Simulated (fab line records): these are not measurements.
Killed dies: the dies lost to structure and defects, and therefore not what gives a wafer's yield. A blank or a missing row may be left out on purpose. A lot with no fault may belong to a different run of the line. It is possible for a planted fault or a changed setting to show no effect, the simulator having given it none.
Chamber matching :: flow n5 finfet :: N5_FIN_CUT_ETCH_20 on rie diel-03 has 4 sister chambers
The step etches SiARC in CF4, target depth 26 nm, time 43.3 s. 16 wafers are shown with their chamber, then 7 later ones without.

## WAFERS WITH THEIR CHAMBER
wafer: L076.4
chamber: 2
drypump motor current A (A): 6.0
showerhead plenum p Torr (Torr): 2.22
throttle valve pct (%): 15.98

wafer: L076.5
chamber: 3
drypump motor current A (A): 4.9
showerhead plenum p Torr (Torr): 2.24
throttle valve pct (%): 15.57

wafer: L076.6
chamber: 2
drypump motor current A (A): 6.0
showerhead plenum p Torr (Torr): 2.21
throttle valve pct (%): 15.98

wafer: L082.1
chamber: 3
drypump motor current A (A): 4.8
showerhead plenum p Torr (Torr): 2.24
throttle valve pct (%): 15.59

wafer: L082.3
chamber: 2
drypump motor current A (A): 5.9
showerhead plenum p Torr (Torr): 2.21
throttle valve pct (%): 15.98

wafer: L082.4
chamber: 0
drypump motor current A (A): 5.9
showerhead plenum p Torr (Torr): 2.11
throttle valve pct (%): 16.09

wafer: L084.1
chamber: 3
drypump motor current A (A): 4.8
showerhead plenum p Torr (Torr): 2.24
throttle valve pct (%): 15.60

wafer: L084.2
chamber: 2
drypump motor current A (A): 6.0
showerhead plenum p Torr (Torr): 2.21
throttle valve pct (%): 16.00

wafer: L084.5
chamber: 1
drypump motor current A (A): 5.3
showerhead plenum p Torr (Torr): 2.15
throttle valve pct (%): 15.92

wafer: L088.2
chamber: 2
drypump motor current A (A): 6.0
showerhead plenum p Torr (Torr): 2.21
throttle valve pct (%): 16.03

wafer: L088.4
chamber: 1
drypump motor current A (A): 5.3
showerhead plenum p Torr (Torr): 2.15
throttle valve pct (%): 15.94

wafer: L088.6
chamber: 0
drypump motor current A (A): 5.9
showerhead plenum p Torr (Torr): 2.10
throttle valve pct (%): 16.11

wafer: L090.2
chamber: 2
drypump motor current A (A): 6.0
showerhead plenum p Torr (Torr): 2.21
throttle valve pct (%): 16.03

wafer: L090.3
chamber: 3
drypump motor current A (A): 4.8
showerhead plenum p Torr (Torr): 2.23
throttle valve pct (%): 15.64

wafer: L090.5
chamber: 3
drypump motor current A (A): 4.9
showerhead plenum p Torr (Torr): 2.23
throttle valve pct (%): 15.61

wafer: L091.3
chamber: 2
drypump motor current A (A): 6.0
showerhead plenum p Torr (Torr): 2.21
throttle valve pct (%): 16.02

SIGNATURES, as means of the wafers listed above
reading: drypump motor current A
chamber 0: 5.900
chamber 1: 5.300
chamber 2: 5.986
chamber 3: 4.840
scatter within a chamber: 0.0414

reading: showerhead plenum p Torr
chamber 0: 2.1050
chamber 1: 2.1500
chamber 2: 2.2114
chamber 3: 2.2360
scatter within a chamber: 0.00462

reading: throttle valve pct
chamber 0: 16.1000
chamber 1: 15.9300
chamber 2: 16.0029
chamber 3: 15.6020
scatter within a chamber: 0.0231
Rule: a wafer lies at a distance from a chamber equal to the root of the sum of squares, over the readings, of (its reading less the chamber's mean, divided by the reading's scatter). If the next closest chamber is less than 2 further off than the closest, the wafer can't be placed; otherwise it belongs to the closest. How the scatter is found: for the shown wafers, subtract from each reading the mean of its chamber, square and add these, divide the total by (wafers less chambers), then take the root.

## WAFERS MISSING THEIR CHAMBER
wafer: L091.4
drypump motor current A (A): 5.3
showerhead plenum p Torr (Torr): 2.15
throttle valve pct (%): 15.97

wafer: L091.6
drypump motor current A (A): 5.9
showerhead plenum p Torr (Torr): 2.10
throttle valve pct (%): 16.13

wafer: L095.1
drypump motor current A (A): 5.3
showerhead plenum p Torr (Torr): 2.14
throttle valve pct (%): 15.97

wafer: L095.2
drypump motor current A (A): 4.8
showerhead plenum p Torr (Torr): 2.23
throttle valve pct (%): 15.65

wafer: L097.1
drypump motor current A (A): 5.3
showerhead plenum p Torr (Torr): 2.14
throttle valve pct (%): 16.00

wafer: L097.3
drypump motor current A (A): 4.8
showerhead plenum p Torr (Torr): 2.23
throttle valve pct (%): 15.65

wafer: L097.4
drypump motor current A (A): 4.8
showerhead plenum p Torr (Torr): 2.23
throttle valve pct (%): 15.66

## EACH ONE'S CHAMBER
wafer: L091.4
from the rows above: 1
in truth: 1

wafer: L091.6
from the rows above: 0
in truth: 0

wafer: L095.1
from the rows above: 1
in truth: 1

wafer: L095.2
from the rows above: 3
in truth: 3

wafer: L097.1
from the rows above: 1
in truth: 1

wafer: L097.3
from the rows above: 3
in truth: 3

wafer: L097.4
from the rows above: 3
in truth: 3
Placed correctly: 7 of 7. Left unplaced by these rows: 0. Wrongly placed: 0.
